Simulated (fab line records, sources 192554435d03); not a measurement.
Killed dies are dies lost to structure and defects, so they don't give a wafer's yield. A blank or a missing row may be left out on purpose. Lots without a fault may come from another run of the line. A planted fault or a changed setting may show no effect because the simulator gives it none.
Chamber matching | flow n5_finfet | N5_BEOL_M0_SAQP_PECVD_00 on pecvd-04: 3 sister chambers
The step deposits SiCN from 3MS/NH3, target thk 8 nm, time 14 s. 6 wafers are shown with their chamber, then 7 later ones without.

WAFERS WITH THEIR CHAMBER
wafer  | chamber | showerhead_plenum_p_Torr (Torr) | throttle_valve_pct (%)
L086.5 | 2       | 3.660                           | 9.9
L088.4 | 1       | 3.636                           | 9.2
L088.5 | 0       | 3.658                           | 8.7
L088.6 | 2       | 3.647                           | 10.0
L089.2 | 1       | 3.631                           | 9.3
L089.5 | 0       | 3.655                           | 9.1

WAFERS WITHOUT THEIR CHAMBER
wafer  | showerhead_plenum_p_Torr (Torr) | throttle_valve_pct (%)
L089.6 | 3.630                           | 9.5
L092.2 | 3.667                           | 10.0
L092.4 | 3.656                           | 9.2
L092.5 | 3.627                           | 9.4
L096.1 | 3.657                           | 9.1
L096.4 | 3.662                           | 9.8
L096.6 | 3.633                           | 9.3

WHICH CHAMBER EACH WENT THROUGH
wafer  | from the rows above | in truth
L089.6 | 1                   | 1
L092.2 | 2                   | 2
L092.4 | 0                   | 0
L092.5 | 1                   | 1
L096.1 | 0                   | 0
L096.4 | 2                   | 2
L096.6 | 1                   | 1
Placed correctly: 7 of 7. Can't be placed from these rows: 0. Placed wrongly: 0.
How it was worked out, from the rows above alone: a wafer's distance from a chamber is the root of the sum, over the readings, of the square of ((its reading less the chamber's mean) divided by the reading's scatter). The wafer belongs to the nearest chamber; if the next one is less than 2 further off, it can't be placed. A chamber's mean is the mean of its shown wafers. The scatter: the root of (the sum of the squares of (reading less its chamber's mean) over the shown wafers, divided by (wafers less chambers)).
